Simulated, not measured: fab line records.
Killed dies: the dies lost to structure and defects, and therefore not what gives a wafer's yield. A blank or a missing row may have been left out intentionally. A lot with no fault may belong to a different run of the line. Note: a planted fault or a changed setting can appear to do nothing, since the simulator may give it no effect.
fab line records / flow n5Finfet / part 2 of 2: steps 23 to 29 of 29
record lots=5 wafers=15 lastDay=17
route steps=1938 shown BEOL_M8@1347
lots that met no fault: taken from a fault-free run of the same line
startH: hours from the record's opening day to when the first of the lot's shown wafers began / waitH: how many hours have passed since the lot's step before this one / " the same as in the row above / L1.1+2: several wafers, shown together as one row / - value missing, or start not given / * or withheld: withheld / < > ~ a bound
route shown NAME@n: NAME is a module with steps in the file, n the number in the route of the first one / usual: mean/standard deviation taken from wafers without a fault / same: alike in all rows / chamber/n: place in a boat / sites: the reading at each site / _std_site: the values' standard deviation / _edge_site: the outer-site mean with the inner-site mean subtracted / radiusMm: how far each site lies from the wafer's centre / mask NAME#n: copy n / behind: tool/chamber where the wafer was last shaped / hold: what put the lot on hold/how long, in hours/how the hold closed / device: names the non-switching transistor (n, p or np) / end of line: the same wafers' tests at the end of the route / step lacking rows: just its recipe / killed: dies that structure and defects cost at the first sort, which is not the same as the wafer's yield / map: the dies of a wafer, with x for killed, . for not killed, _ for no die there
set.NAME: the run value of the setting; set.NAME@STEP: its run value at that earlier step / model.NAME: the simulator's own value behind a step, which no gauge read
lots at selected steps of the route; one table per step, one row per wafer
services: the hour from which a tool's chamber was out of use, counted from the record's first day as startH (under 0 if before that day), plus the number of hours and why
## steps
# step N5_BEOL_M8_ETCH_72
# recipe chemistry=N2/H2 target=underlayer targetDepthA=65 maskMaterial=CAR-EUV timeS=5.2 ionEnergyEv=200 pressureMtorr=30 sourceW=840 biasW=150 n2FlowSccm=200 h2FlowSccm=200 ends=cleared
# usual drypumpMotorCurrentA=5.5/0.41 etchRfOnTimeS=5.15/0.12 oesProductAu=0.69/0.07 rfVppV=524.4/2.7 showerheadPlenumPTorr=2.56/0.081 throttleValvePct=17.91/0.22
lot.wafer=L077.2 tool=rieDiel-02 chamber=2 startH=217.23 waitH=0.0 drypumpMotorCurrentA=5.7 etchRfOnTimeS=5.10 oesProductAu=0.71 rfHoursCounterH=60 rfVppV=520.6 showerheadPlenumPTorr=2.47 throttleValvePct=17.88
lot.wafer=L077.3 tool=rieDiel-02 chamber=0 startH=217.23 waitH=0.0 drypumpMotorCurrentA=5.3 etchRfOnTimeS=5.02 oesProductAu=0.79 rfHoursCounterH=38 rfVppV=523.4 showerheadPlenumPTorr=2.49 throttleValvePct=17.78
lot.wafer=L077.5 tool=rieDiel-02 chamber=3 startH=217.23 waitH=0.0 drypumpMotorCurrentA=5.1 etchRfOnTimeS=5.10 oesProductAu=0.69 rfHoursCounterH=- rfVppV=527.1 showerheadPlenumPTorr=2.57 throttleValvePct=17.87
lot.wafer=L080.3 tool=rieDiel-02 chamber=2 startH=239.79 waitH=0.0 drypumpMotorCurrentA=5.8 etchRfOnTimeS=5.12 oesProductAu=0.72 rfHoursCounterH=69 rfVppV=523.7 showerheadPlenumPTorr=2.47 throttleValvePct=17.90
lot.wafer=L080.4 tool=rieDiel-02 chamber=3 startH=239.79 waitH=0.0 drypumpMotorCurrentA=5.1 etchRfOnTimeS=5.10 oesProductAu=0.68 rfHoursCounterH=80 rfVppV=524.5 showerheadPlenumPTorr=2.57 throttleValvePct=17.87
lot.wafer=L080.5 tool=rieDiel-02 chamber=3 startH=239.79 waitH=0.0 drypumpMotorCurrentA=5.1 etchRfOnTimeS=5.12 oesProductAu=0.68 rfHoursCounterH=- rfVppV=523.0 showerheadPlenumPTorr=2.57 throttleValvePct=17.88
lot.wafer=L085.1 tool=rieDiel-06 chamber=0 startH=268.87 waitH=0.0 drypumpMotorCurrentA=5.8 etchRfOnTimeS=5.33 oesProductAu=0.58 rfHoursCounterH=239 rfVppV=521.6 showerheadPlenumPTorr=2.51 throttleValvePct=17.83
lot.wafer=L085.3 tool=rieDiel-06 chamber=3 startH=268.87 waitH=0.0 drypumpMotorCurrentA=4.9 etchRfOnTimeS=5.41 oesProductAu=0.73 rfHoursCounterH=41 rfVppV=521.1 showerheadPlenumPTorr=2.47 throttleValvePct=17.89
lot.wafer=L085.6 tool=rieDiel-06 chamber=2 startH=268.87 waitH=0.0 drypumpMotorCurrentA=5.4 etchRfOnTimeS=5.18 oesProductAu=0.75 rfHoursCounterH=- rfVppV=525.8 showerheadPlenumPTorr=2.70 throttleValvePct=17.57
lot.wafer=L092.1 tool=rieDiel-06 chamber=2 startH=310.62 waitH=0.0 drypumpMotorCurrentA=5.4 etchRfOnTimeS=5.11 oesProductAu=0.75 rfHoursCounterH=62 rfVppV=527.8 showerheadPlenumPTorr=2.69 throttleValvePct=17.60
lot.wafer=L092.3 tool=rieDiel-06 chamber=3 startH=310.62 waitH=0.0 drypumpMotorCurrentA=5.0 etchRfOnTimeS=5.38 oesProductAu=0.71 rfHoursCounterH=56 rfVppV=519.7 showerheadPlenumPTorr=2.46 throttleValvePct=17.91
lot.wafer=L092.6 tool=rieDiel-06 chamber=1 startH=310.62 waitH=0.0 drypumpMotorCurrentA=5.3 etchRfOnTimeS=5.19 oesProductAu=0.58 rfHoursCounterH=- rfVppV=527.3 showerheadPlenumPTorr=2.62 throttleValvePct=18.32
lot.wafer=L095.1 tool=rieDiel-02 chamber=1 startH=336.26 waitH=0.0 drypumpMotorCurrentA=6.2 etchRfOnTimeS=5.20 oesProductAu=0.61 rfHoursCounterH=184 rfVppV=521.6 showerheadPlenumPTorr=2.55 throttleValvePct=18.12
lot.wafer=L095.2 tool=rieDiel-02 chamber=0 startH=336.26 waitH=0.0 drypumpMotorCurrentA=5.2 etchRfOnTimeS=5.11 oesProductAu=0.73 rfHoursCounterH=80 rfVppV=521.0 showerheadPlenumPTorr=2.47 throttleValvePct=17.85
lot.wafer=L095.4 tool=rieDiel-02 chamber=2 startH=336.26 waitH=0.0 drypumpMotorCurrentA=5.7 etchRfOnTimeS=5.18 oesProductAu=0.67 rfHoursCounterH=105 rfVppV=521.4 showerheadPlenumPTorr=2.45 throttleValvePct=17.98
# step N5_BEOL_M8_ETCH_65
# recipe chemistry=CF4 target=SiARC targetDepthA=156 maskMaterial=CAR-EUV timeS=26 ionEnergyEv=80 pressureMtorr=40 sourceW=545 biasW=36 Ar_flow_sccm=100 cf4FlowSccm=100 ends=cleared
# usual drypumpMotorCurrentA=5.5/0.41 etchRfOnTimeS=25.8/0.54 oesProductAu=0.69/0.07 rfVppV=184.2/1.1 showerheadPlenumPTorr=2.15/0.064 throttleValvePct=15.62/0.22
lot.wafer=L077.2 tool=rieDiel-02 chamber=2 startH=217.25 waitH=0.0 drypumpMotorCurrentA=5.8 etchRfOnTimeS=25.7 oesProductAu=0.72 rfHoursCounterH=60 rfVppV=183.4 showerheadPlenumPTorr=2.08 throttleValvePct=15.59
lot.wafer=L077.3 tool=rieDiel-02 chamber=0 startH=217.25 waitH=0.0 drypumpMotorCurrentA=5.2 etchRfOnTimeS=25.4 oesProductAu=0.78 rfHoursCounterH=38 rfVppV=183.2 showerheadPlenumPTorr=2.09 throttleValvePct=15.46
lot.wafer=L077.5 tool=rieDiel-02 chamber=3 startH=217.25 waitH=0.0 drypumpMotorCurrentA=5.1 etchRfOnTimeS=25.9 oesProductAu=0.70 rfHoursCounterH=- rfVppV=184.7 showerheadPlenumPTorr=2.17 throttleValvePct=15.57
lot.wafer=L080.3 tool=rieDiel-02 chamber=2 startH=239.81 waitH=0.0 drypumpMotorCurrentA=5.7 etchRfOnTimeS=25.7 oesProductAu=0.72 rfHoursCounterH=69 rfVppV=184.2 showerheadPlenumPTorr=2.08 throttleValvePct=15.58
lot.wafer=L080.4 tool=rieDiel-02 chamber=3 startH=239.81 waitH=0.0 drypumpMotorCurrentA=5.1 etchRfOnTimeS=26.2 oesProductAu=0.68 rfHoursCounterH=80 rfVppV=185.0 showerheadPlenumPTorr=2.17 throttleValvePct=15.59
lot.wafer=L080.5 tool=rieDiel-02 chamber=3 startH=239.81 waitH=0.0 drypumpMotorCurrentA=5.1 etchRfOnTimeS=26.0 oesProductAu=0.68 rfHoursCounterH=- rfVppV=184.2 showerheadPlenumPTorr=2.17 throttleValvePct=15.61
lot.wafer=L085.1 tool=rieDiel-06 chamber=0 startH=268.89 waitH=0.0 drypumpMotorCurrentA=5.8 etchRfOnTimeS=26.5 oesProductAu=0.59 rfHoursCounterH=239 rfVppV=184.6 showerheadPlenumPTorr=2.11 throttleValvePct=15.62
lot.wafer=L085.3 tool=rieDiel-06 chamber=3 startH=268.89 waitH=0.0 drypumpMotorCurrentA=4.9 etchRfOnTimeS=26.7 oesProductAu=0.73 rfHoursCounterH=41 rfVppV=184.5 showerheadPlenumPTorr=2.09 throttleValvePct=15.73
lot.wafer=L085.6 tool=rieDiel-06 chamber=2 startH=268.89 waitH=0.0 drypumpMotorCurrentA=5.4 etchRfOnTimeS=25.8 oesProductAu=0.76 rfHoursCounterH=- rfVppV=185.4 showerheadPlenumPTorr=2.26 throttleValvePct=15.22
lot.wafer=L092.1 tool=rieDiel-06 chamber=2 startH=310.63 waitH=0.0 drypumpMotorCurrentA=5.4 etchRfOnTimeS=25.8 oesProductAu=0.74 rfHoursCounterH=62 rfVppV=184.4 showerheadPlenumPTorr=2.26 throttleValvePct=15.24
lot.wafer=L092.3 tool=rieDiel-06 chamber=3 startH=310.63 waitH=0.0 drypumpMotorCurrentA=5.0 etchRfOnTimeS=26.8 oesProductAu=0.71 rfHoursCounterH=56 rfVppV=183.7 showerheadPlenumPTorr=2.08 throttleValvePct=15.75
lot.wafer=L092.6 tool=rieDiel-06 chamber=1 startH=310.63 waitH=0.0 drypumpMotorCurrentA=5.3 etchRfOnTimeS=26.2 oesProductAu=0.58 rfHoursCounterH=- rfVppV=185.5 showerheadPlenumPTorr=2.20 throttleValvePct=15.99
lot.wafer=L095.1 tool=rieDiel-02 chamber=1 startH=336.28 waitH=0.0 drypumpMotorCurrentA=6.2 etchRfOnTimeS=25.9 oesProductAu=0.60 rfHoursCounterH=184 rfVppV=184.2 showerheadPlenumPTorr=2.13 throttleValvePct=15.81
lot.wafer=L095.2 tool=rieDiel-02 chamber=0 startH=336.28 waitH=0.0 drypumpMotorCurrentA=5.2 etchRfOnTimeS=25.6 oesProductAu=0.73 rfHoursCounterH=80 rfVppV=183.7 showerheadPlenumPTorr=2.08 throttleValvePct=15.53
lot.wafer=L095.4 tool=rieDiel-02 chamber=2 startH=336.28 waitH=0.0 drypumpMotorCurrentA=5.7 etchRfOnTimeS=26.0 oesProductAu=0.68 rfHoursCounterH=105 rfVppV=182.2 showerheadPlenumPTorr=2.07 throttleValvePct=15.68
# step N5_BEOL_M8_ETCH_66
# recipe chemistry=N2/H2 target=SOC targetDepthA=800 overetchA=160 maskMaterial=SiARC tempC=40 timeS=120 ionEnergyEv=200 pressureMtorr=30 sourceW=840 biasW=150 n2FlowSccm=200 h2FlowSccm=200
# usual drypumpMotorCurrentA=5.5/0.41 oesProductAu=0.62/0.06 rfVppV=524.0/2.3 showerheadPlenumPTorr=2.56/0.081 throttleValvePct=17.87/0.23
lot.wafer=L077.2 tool=rieDiel-02 chamber=2 startH=217.27 waitH=0.0 drypumpMotorCurrentA=5.7 oesProductAu=0.64 rfHoursCounterH=60 rfVppV=521.9 showerheadPlenumPTorr=2.47 throttleValvePct=17.86
lot.wafer=L077.3 tool=rieDiel-02 chamber=0 startH=217.27 waitH=0.0 drypumpMotorCurrentA=5.2 oesProductAu=0.68 rfHoursCounterH=38 rfVppV=522.5 showerheadPlenumPTorr=2.49 throttleValvePct=17.75
lot.wafer=L077.5 tool=rieDiel-02 chamber=3 startH=217.27 waitH=0.0 drypumpMotorCurrentA=5.1 oesProductAu=0.62 rfHoursCounterH=- rfVppV=523.3 showerheadPlenumPTorr=2.57 throttleValvePct=17.80
lot.wafer=L080.3 tool=rieDiel-02 chamber=2 startH=239.84 waitH=0.0 drypumpMotorCurrentA=5.8 oesProductAu=0.63 rfHoursCounterH=69 rfVppV=520.6 showerheadPlenumPTorr=2.46 throttleValvePct=17.86
lot.wafer=L080.4 tool=rieDiel-02 chamber=3 startH=239.84 waitH=0.0 drypumpMotorCurrentA=5.1 oesProductAu=0.61 rfHoursCounterH=80 rfVppV=523.5 showerheadPlenumPTorr=2.57 throttleValvePct=17.83
lot.wafer=L080.5 tool=rieDiel-02 chamber=3 startH=239.84 waitH=0.0 drypumpMotorCurrentA=5.1 oesProductAu=0.61 rfHoursCounterH=- rfVppV=523.7 showerheadPlenumPTorr=2.57 throttleValvePct=17.82
lot.wafer=L085.1 tool=rieDiel-06 chamber=0 startH=268.92 waitH=0.0 drypumpMotorCurrentA=5.8 oesProductAu=0.54 rfHoursCounterH=239 rfVppV=522.3 showerheadPlenumPTorr=2.51 throttleValvePct=17.80
lot.wafer=L085.3 tool=rieDiel-06 chamber=3 startH=268.92 waitH=0.0 drypumpMotorCurrentA=4.9 oesProductAu=0.66 rfHoursCounterH=41 rfVppV=522.0 showerheadPlenumPTorr=2.47 throttleValvePct=17.86
lot.wafer=L085.6 tool=rieDiel-06 chamber=2 startH=268.92 waitH=0.0 drypumpMotorCurrentA=5.4 oesProductAu=0.67 rfHoursCounterH=- rfVppV=528.5 showerheadPlenumPTorr=2.70 throttleValvePct=17.51
lot.wafer=L092.1 tool=rieDiel-06 chamber=2 startH=310.66 waitH=0.0 drypumpMotorCurrentA=5.4 oesProductAu=0.66 rfHoursCounterH=62 rfVppV=529.0 showerheadPlenumPTorr=2.69 throttleValvePct=17.53
lot.wafer=L092.3 tool=rieDiel-06 chamber=3 startH=310.66 waitH=0.0 drypumpMotorCurrentA=5.0 oesProductAu=0.65 rfHoursCounterH=56 rfVppV=522.9 showerheadPlenumPTorr=2.46 throttleValvePct=17.88
lot.wafer=L092.6 tool=rieDiel-06 chamber=1 startH=310.66 waitH=0.0 drypumpMotorCurrentA=5.3 oesProductAu=0.51 rfHoursCounterH=- rfVppV=526.4 showerheadPlenumPTorr=2.62 throttleValvePct=18.27
lot.wafer=L095.1 tool=rieDiel-02 chamber=1 startH=336.31 waitH=0.0 drypumpMotorCurrentA=6.2 oesProductAu=0.55 rfHoursCounterH=184 rfVppV=524.2 showerheadPlenumPTorr=2.55 throttleValvePct=18.06
lot.wafer=L095.2 tool=rieDiel-02 chamber=0 startH=336.31 waitH=0.0 drypumpMotorCurrentA=5.2 oesProductAu=0.64 rfHoursCounterH=80 rfVppV=521.4 showerheadPlenumPTorr=2.47 throttleValvePct=17.81
lot.wafer=L095.4 tool=rieDiel-02 chamber=2 startH=336.31 waitH=0.0 drypumpMotorCurrentA=5.7 oesProductAu=0.61 rfHoursCounterH=105 rfVppV=522.3 showerheadPlenumPTorr=2.45 throttleValvePct=17.91
# step N5_BEOL_M8_STRIP_69
# recipe chemistry=N2/H2 tempC=40 n2FlowSccm=200 h2FlowSccm=200 rfFrequencyHz=6e+07
lot.wafer=L077.2+3+5 tool=rieDiel-02 chamber=2,0,3 startH=217.36 waitH=0.0
lot.wafer=L080.3+4+5 tool=rieDiel-02 chamber=2,3,3 startH=239.92 waitH=0.0
lot.wafer=L085.1+3+6 tool=rieDiel-06 chamber=0,3,2 startH=269.00 waitH=0.0
lot.wafer=L092.1+3+6 tool=rieDiel-06 chamber=2,3,1 startH=310.74 waitH=0.0
lot.wafer=L095.1+2+4 tool=rieDiel-02 chamber=1,0,2 startH=336.39 waitH=0.0
# step N5_BEOL_M8_STRIP_73
# recipe chemistry=N2/H2 tempC=40 n2FlowSccm=200 h2FlowSccm=200 rfFrequencyHz=6e+07
lot.wafer=L077.2+3+5 tool=rieDiel-02 chamber=2,0,3 startH=217.37 waitH=0.0
lot.wafer=L080.3+4+5 tool=rieDiel-02 chamber=2,3,3 startH=239.93 waitH=0.0
lot.wafer=L085.1+3+6 tool=rieDiel-06 chamber=0,3,2 startH=269.01 waitH=0.0
lot.wafer=L092.1+3+6 tool=rieDiel-06 chamber=2,3,1 startH=310.75 waitH=0.0
lot.wafer=L095.1+2+4 tool=rieDiel-02 chamber=1,0,2 startH=336.40 waitH=0.0
# step N5_BEOL_M8_VIA_ETCH_34
# recipe chemistry=C4F6/O2 target=SiCOH_lowk targetDepthA=1255 maskMaterial=SOC taperDeg=4 timeS=50.5 ionEnergyEv=250 pressureMtorr=30 sourceW=345 biasW=185 Ar_flow_sccm=300 C4F6_flow_sccm=10 O2_flow_sccm=10
# usual drypumpMotorCurrentA=5.5/0.41 oes_ar_750_au=0.81/0.078 oesProductAu=0.81/0.083 rfVppV=665/12 showerheadPlenumPTorr=2.86/0.084 throttleValvePct=20.94/0.23
lot.wafer=L077.2 tool=rieDiel-02 chamber=2 startH=217.38 waitH=0.0 drypumpMotorCurrentA=5.8 oes_ar_750_au=0.83 oesProductAu=0.84 rfHoursCounterH=60 rfVppV=664 showerheadPlenumPTorr=2.79 throttleValvePct=21.01
lot.wafer=L077.3 tool=rieDiel-02 chamber=0 startH=217.38 waitH=0.0 drypumpMotorCurrentA=5.2 oes_ar_750_au=0.91 oesProductAu=0.91 rfHoursCounterH=38 rfVppV=673 showerheadPlenumPTorr=2.80 throttleValvePct=20.91
lot.wafer=L077.5 tool=rieDiel-02 chamber=3 startH=217.38 waitH=0.0 drypumpMotorCurrentA=5.1 oes_ar_750_au=0.81 oesProductAu=0.82 rfHoursCounterH=- rfVppV=673 showerheadPlenumPTorr=2.89 throttleValvePct=20.92
lot.wafer=L080.3 tool=rieDiel-02 chamber=2 startH=239.94 waitH=0.0 drypumpMotorCurrentA=5.8 oes_ar_750_au=0.83 oesProductAu=0.84 rfHoursCounterH=69 rfVppV=665 showerheadPlenumPTorr=2.78 throttleValvePct=21.05
lot.wafer=L080.4 tool=rieDiel-02 chamber=3 startH=239.94 waitH=0.0 drypumpMotorCurrentA=5.1 oes_ar_750_au=0.79 oesProductAu=0.80 rfHoursCounterH=80 rfVppV=673 showerheadPlenumPTorr=2.88 throttleValvePct=20.94
lot.wafer=L080.5 tool=rieDiel-02 chamber=3 startH=239.94 waitH=0.0 drypumpMotorCurrentA=5.1 oes_ar_750_au=0.80 oesProductAu=0.80 rfHoursCounterH=- rfVppV=674 showerheadPlenumPTorr=2.88 throttleValvePct=20.95
lot.wafer=L085.1 tool=rieDiel-06 chamber=0 startH=269.02 waitH=0.0 drypumpMotorCurrentA=5.8 oes_ar_750_au=0.69 oesProductAu=0.69 rfHoursCounterH=239 rfVppV=669 showerheadPlenumPTorr=2.81 throttleValvePct=20.86
lot.wafer=L085.3 tool=rieDiel-06 chamber=3 startH=269.02 waitH=0.0 drypumpMotorCurrentA=5.0 oes_ar_750_au=0.87 oesProductAu=0.86 rfHoursCounterH=41 rfVppV=649 showerheadPlenumPTorr=2.76 throttleValvePct=20.97
lot.wafer=L085.6 tool=rieDiel-06 chamber=2 startH=269.02 waitH=0.0 drypumpMotorCurrentA=5.4 oes_ar_750_au=0.90 oesProductAu=0.88 rfHoursCounterH=- rfVppV=676 showerheadPlenumPTorr=3.01 throttleValvePct=20.52
lot.wafer=L092.1 tool=rieDiel-06 chamber=2 startH=310.76 waitH=0.0 drypumpMotorCurrentA=5.4 oes_ar_750_au=0.87 oesProductAu=0.87 rfHoursCounterH=62 rfVppV=674 showerheadPlenumPTorr=3.00 throttleValvePct=20.54
lot.wafer=L092.3 tool=rieDiel-06 chamber=3 startH=310.76 waitH=0.0 drypumpMotorCurrentA=4.9 oes_ar_750_au=0.84 oesProductAu=0.84 rfHoursCounterH=56 rfVppV=650 showerheadPlenumPTorr=2.76 throttleValvePct=21.00
lot.wafer=L092.6 tool=rieDiel-06 chamber=1 startH=310.76 waitH=0.0 drypumpMotorCurrentA=5.3 oes_ar_750_au=0.68 oesProductAu=0.67 rfHoursCounterH=- rfVppV=658 showerheadPlenumPTorr=2.93 throttleValvePct=21.34
lot.wafer=L095.1 tool=rieDiel-02 chamber=1 startH=336.41 waitH=0.0 drypumpMotorCurrentA=6.2 oes_ar_750_au=0.73 oesProductAu=0.71 rfHoursCounterH=184 rfVppV=652 showerheadPlenumPTorr=2.81 throttleValvePct=20.98
lot.wafer=L095.2 tool=rieDiel-02 chamber=0 startH=336.41 waitH=0.0 drypumpMotorCurrentA=5.2 oes_ar_750_au=0.85 oesProductAu=0.84 rfHoursCounterH=80 rfVppV=670 showerheadPlenumPTorr=2.78 throttleValvePct=20.97
lot.wafer=L095.4 tool=rieDiel-02 chamber=2 startH=336.41 waitH=0.0 drypumpMotorCurrentA=5.8 oes_ar_750_au=0.79 oesProductAu=0.79 rfHoursCounterH=105 rfVppV=663 showerheadPlenumPTorr=2.77 throttleValvePct=21.11
# step N5_BEOL_M8_STRIP_76
# recipe chemistry=C4F6/O2 resist=SiARC rfFrequencyHz=6e+07
lot.wafer=L077.2+3+5 tool=rieDiel-02 chamber=2,0,3 startH=217.42 waitH=0.0
lot.wafer=L080.3+4+5 tool=rieDiel-02 chamber=2,3,3 startH=239.98 waitH=0.0
lot.wafer=L085.1+3+6 tool=rieDiel-06 chamber=0,3,2 startH=269.06 waitH=0.0
lot.wafer=L092.1+3+6 tool=rieDiel-06 chamber=2,3,1 startH=310.80 waitH=0.0
lot.wafer=L095.1+2+4 tool=rieDiel-02 chamber=1,0,2 startH=336.45 waitH=0.0
## services
tool=euvScanner-02 chamber=- startH=196.60 hours=1.0 kind=pm
tool=rieMetal-01 chamber=- startH=196.93 hours=28.1 kind=pm
tool=euvScanner-02 chamber=- startH=201.21 hours=0.3 kind=repair
tool=rieMetal-03 chamber=1 startH=203.24 hours=1.1 kind=repair
tool=euvScanner-02 chamber=- startH=204.10 hours=0.3 kind=repair
tool=euvScanner-01 chamber=- startH=204.61 hours=4.6 kind=pm
tool=rieDiel-06 chamber=2 startH=210.88 hours=4.2 kind=repair
tool=euvScanner-02 chamber=- startH=211.08 hours=0.7 kind=repair
tool=euvScanner-01 chamber=- startH=219.21 hours=1.0 kind=pm
tool=euvScanner-02 chamber=- startH=228.79 hours=0.1 kind=repair
tool=rieDiel-06 chamber=- startH=246.45 hours=15.6 kind=pm
tool=euvScanner-01 chamber=- startH=250.33 hours=40.3 kind=repair
tool=rieMetal-03 chamber=- startH=250.51 hours=0.1 kind=repair
tool=euvScanner-02 chamber=- startH=266.79 hours=1.0 kind=pm
tool=rieDiel-03 chamber=1 startH=272.43 hours=3.8 kind=repair
tool=euvScanner-02 chamber=- startH=283.00 hours=4.6 kind=pm
tool=euvScanner-01 chamber=- startH=290.68 hours=1.0 kind=pm
tool=rieDiel-06 chamber=0 startH=299.85 hours=- kind=clean
tool=rieDiel-06 chamber=0 startH=299.85 hours=- kind=consumableReplace:esc
tool=euvScanner-02 chamber=- startH=308.90 hours=1.0 kind=pm
tool=euvScanner-01 chamber=- startH=315.50 hours=0.8 kind=repair
tool=rieDiel-06 chamber=1 startH=325.72 hours=3.3 kind=repair
tool=euvScanner-01 chamber=- startH=331.51 hours=1.0 kind=pm
tool=rieDiel-06 chamber=0 startH=334.10 hours=3.4 kind=repair
